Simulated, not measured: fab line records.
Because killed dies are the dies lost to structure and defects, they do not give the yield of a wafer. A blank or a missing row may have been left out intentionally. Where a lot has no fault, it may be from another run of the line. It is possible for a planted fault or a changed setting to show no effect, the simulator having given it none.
Matching of chambers / flow n5-finfet / ald-sin-04 running N5_MOL_CONTACT_COAG_ALD_27: 4 sister chambers
The step deposits SiOC, target thk 17 nm, pulse time 1.5 s, time 2720 s. 18 wafers are shown with their chamber, then 9 later ones without.

WAFERS PAIRED WITH THEIR CHAMBERS
wafer=L076.1; chamber=2; heater-power-outer-w (W)=493; heater-power-w (W)=833; susceptor-temp-C (C)=399.98
wafer=L076.2; chamber=3; heater-power-outer-w (W)=485; heater-power-w (W)=798; susceptor-temp-C (C)=400.01
wafer=L076.6; chamber=2; heater-power-outer-w (W)=492; heater-power-w (W)=833; susceptor-temp-C (C)=399.96
wafer=L077.1; chamber=3; heater-power-outer-w (W)=481; heater-power-w (W)=785; susceptor-temp-C (C)=400.46
wafer=L077.2; chamber=2; heater-power-outer-w (W)=494; heater-power-w (W)=805; susceptor-temp-C (C)=399.74
wafer=L077.6; chamber=0; heater-power-outer-w (W)=594; heater-power-w (W)=941; susceptor-temp-C (C)=400.17
wafer=L080.3; chamber=0; heater-power-outer-w (W)=581; heater-power-w (W)=930; susceptor-temp-C (C)=399.83
wafer=L080.5; chamber=3; heater-power-outer-w (W)=483; heater-power-w (W)=805; susceptor-temp-C (C)=400.18
wafer=L080.6; chamber=0; heater-power-outer-w (W)=601; heater-power-w (W)=944; susceptor-temp-C (C)=400.10
wafer=L083.1; chamber=2; heater-power-outer-w (W)=510; heater-power-w (W)=831; susceptor-temp-C (C)=399.94
wafer=L083.2; chamber=0; heater-power-outer-w (W)=601; heater-power-w (W)=924; susceptor-temp-C (C)=400.22
wafer=L083.3; chamber=1; heater-power-outer-w (W)=470; heater-power-w (W)=782; susceptor-temp-C (C)=399.70
wafer=L085.1; chamber=2; heater-power-outer-w (W)=490; heater-power-w (W)=826; susceptor-temp-C (C)=399.95
wafer=L085.3; chamber=3; heater-power-outer-w (W)=482; heater-power-w (W)=801; susceptor-temp-C (C)=400.18
wafer=L085.6; chamber=0; heater-power-outer-w (W)=588; heater-power-w (W)=902; susceptor-temp-C (C)=399.81
wafer=L087.2; chamber=3; heater-power-outer-w (W)=499; heater-power-w (W)=810; susceptor-temp-C (C)=399.83
wafer=L087.5; chamber=0; heater-power-outer-w (W)=592; heater-power-w (W)=923; susceptor-temp-C (C)=400.16
wafer=L087.6; chamber=3; heater-power-outer-w (W)=489; heater-power-w (W)=831; susceptor-temp-C (C)=399.66

SIGNATURES (means of the wafers above)
reading=heater-power-outer-w; chamber 0=592.83; chamber 1=470.00; chamber 2=495.80; chamber 3=486.50; scatter within a chamber=7.5
reading=heater-power-w; chamber 0=927.33; chamber 1=782.00; chamber 2=825.60; chamber 3=805.00; scatter within a chamber=14.3
reading=susceptor-temp-C; chamber 0=400.0483; chamber 1=399.7000; chamber 2=399.9140; chamber 3=400.0533; scatter within a chamber=0.208
Rule: for each reading, subtract the chamber's mean from the wafer's reading, divide by that reading's scatter and square the result; add these up over the readings and take the root, which gives the wafer's distance from the chamber. If the next closest chamber is less than 2 further off than the closest, the wafer can't be placed; otherwise it belongs to the closest. The scatter: the root of (the sum of the squares of (reading less its chamber's mean) over the shown wafers, divided by (wafers less chambers)).

WAFERS WHOSE CHAMBER IS MISSING
wafer=L092.2; heater-power-outer-w (W)=467; heater-power-w (W)=790; susceptor-temp-C (C)=400.36
wafer=L092.3; heater-power-outer-w (W)=585; heater-power-w (W)=924; susceptor-temp-C (C)=399.94
wafer=L092.6; heater-power-outer-w (W)=486; heater-power-w (W)=801; susceptor-temp-C (C)=400.05
wafer=L094.1; heater-power-outer-w (W)=597; heater-power-w (W)=915; susceptor-temp-C (C)=399.97
wafer=L094.2; heater-power-outer-w (W)=497; heater-power-w (W)=815; susceptor-temp-C (C)=399.60
wafer=L094.5; heater-power-outer-w (W)=455; heater-power-w (W)=791; susceptor-temp-C (C)=399.77
wafer=L096.1; heater-power-outer-w (W)=613; heater-power-w (W)=948; susceptor-temp-C (C)=400.13
wafer=L096.3; heater-power-outer-w (W)=497; heater-power-w (W)=822; susceptor-temp-C (C)=399.81
wafer=L096.4; heater-power-outer-w (W)=486; heater-power-w (W)=810; susceptor-temp-C (C)=399.97

WHICH CHAMBER EACH ONE RAN IN
wafer=L092.2; from the rows above=can't be placed: 3 or 1 or 2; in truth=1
wafer=L092.3; from the rows above=0; in truth=0
wafer=L092.6; from the rows above=can't be placed: 3 or 2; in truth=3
wafer=L094.1; from the rows above=0; in truth=0
wafer=L094.2; from the rows above=can't be placed: 2 or 3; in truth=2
wafer=L094.5; from the rows above=1; in truth=1
wafer=L096.1; from the rows above=0; in truth=0
wafer=L096.3; from the rows above=can't be placed: 2 or 3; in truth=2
wafer=L096.4; from the rows above=can't be placed: 3 or 2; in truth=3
Correct placement for 4 of the 9. Not placeable from these rows: 5 (in 5, the candidates include the true chamber). Wrongly placed: 0.
